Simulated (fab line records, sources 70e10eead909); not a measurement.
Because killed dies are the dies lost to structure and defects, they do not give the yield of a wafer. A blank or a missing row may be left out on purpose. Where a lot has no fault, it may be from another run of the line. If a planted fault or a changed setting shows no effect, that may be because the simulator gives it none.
A lot that was struck, set against a sound lot -- flow nand harc -- 14 steps out of a route of 1302
Sound: wafers L682.2, L682.4, L682.5. Struck: wafer L666.4. (L666.1, L666.3 of the same lot were not struck and are left out.) The cause comes at the end.
Per side, at each step with rows, come the tool, then ch with its chambers, and then its first start. Under that, the readings that differ: sound wafers -- struck wafers -- difference of the means -- sigmas: that difference in standard deviations of wafers without a fault.
alike: readings with means less than 2 such deviations apart, plus words and numbers identical on both sides. not compared: withheld readings, readings lacking a value on some wafer, bounds such as >300 that could conceal the same value, and numbers that have no deviation in the record and whose values overlap.
A row with sigmas, a row that says differs or no value, or rows on one side alone: a step with any of these is where the two part. Non-overlapping numbers with no deviation appear without sigmas and do not part them. Lack of a reading on every wafer of one side parts them only where that side has two or more wafers.

NHARC_A_CONTACT_ETCH_113: etches the open film in C4F8/O2/Ar, time 190 s, target depth 1850 nm.
  sound on har cap etch-03 ch 0,1, day 29 20:37; struck on har cap etch-01 ch 0, day 23 16:46
  not compared: rf hours counter h, run length s
then, 1 step without rows for these wafers: NHARC_A_CONTACT_ETCH_114 (etches the open film in C4F8/O2/Ar, time 190 s, target depth 1850 nm).
NHARC_A_CONTACT_ETCH_115: etches the open film in C4F8/O2/Ar, time 190 s, target depth 1850 nm.
  sound on har cap etch-03 ch 0,1, day 29 20:57; struck on har cap etch-01 ch 0, day 23 17:06
  not compared: rf hours counter h, run length s
NHARC_A_CONTACT_ETCH_116: etches the open film in C4F8/O2/Ar, time 190 s, target depth 1850 nm.
  sound on har cap etch-03 ch 0,1, day 29 21:07; struck on har cap etch-01 ch 0, day 23 17:16
  not compared: rf hours counter h, run length s
then, 5 steps without rows for these wafers: NHARC_A_CONTACT_ETCH_117 (etches the open film in C4F8/O2/Ar, time 190 s, target depth 1850 nm); NHARC_A_CONTACT_ETCH_118 (etches the open film in C4F8/O2/Ar, time 190 s, target depth 1850 nm); NHARC_A_CONTACT_ETCH_119 (etches the open film in C4F8/O2/Ar, time 190 s, target depth 1850 nm); NHARC_A_CONTACT_ETCH_120 (etches the open film in C4F8/O2/Ar, time 190 s, target depth 1850 nm); NHARC_A_CONTACT_ETCH_121 (etches the open film in C4F8/O2/Ar, time 190 s, target depth 1850 nm).
NHARC_A_CONTACT_ETCH_122: etches the open film in C4F8/O2/Ar, time 190 s, target depth 1850 nm.
  sound on har cap etch-03 ch 0,1, day 29 22:08; struck on har cap etch-01 ch 0, day 23 18:17
  not compared: rf hours counter h, run length s
then, 1 step without rows for these wafers: NHARC_A_CONTACT_ETCH_123 (etches the open film in C4F8/O2/Ar, time 490 s, target depth 2110 nm).
NHARC_A_CONTACT_ETCH_90: etches the open film in CH3F/O2, target depth 40 nm, time 85.7 s.
  sound on rie diel-02 ch 0,1,3, day 29 23:18; struck on rie diel-13 ch 3, day 23 19:26
  alike: drypump motor current A, oes product au, rf fwd power W, rf vpp V, run length s, showerhead plenum p Torr, throttle valve pct
  not compared: rf hours counter h
NHARC_A_CONTACT_ETCH_96: etches the open film in C4F6/O2, target depth 20 nm, time 10 s.
  sound on rie diel-02 ch 0,3, day 29 23:25; struck on rie diel-13 ch 0, day 23 19:34
reading,sound,struck,difference,sigmas
run length s (s),31.6 30.7 30.6,27.4,-3.6,-10
throttle valve pct (%),26.899 26.910 26.900,26.922,+0.019,+2
  alike: drypump motor current A, oes product au, rf vpp V, showerhead plenum p Torr
  not compared: rf fwd power W, rf hours counter h
NHARC_A_CONTACT_CD_MEAS_53:
  sound on cd sem-03, day 29 23:29; struck on cd sem-02, day 23 19:39
  alike: cd nm

## WHERE THEY PART
Within this record, at NHARC_A_CONTACT_ETCH_96 only. Later steps at which nothing parts them and some readings are alike: NHARC_A_CONTACT_CD_MEAS_53.

WHY: what the simulator had put in
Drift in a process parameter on rie diel-13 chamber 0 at NHARC_A_CONTACT_ETCH_96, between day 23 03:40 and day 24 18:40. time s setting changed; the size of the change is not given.
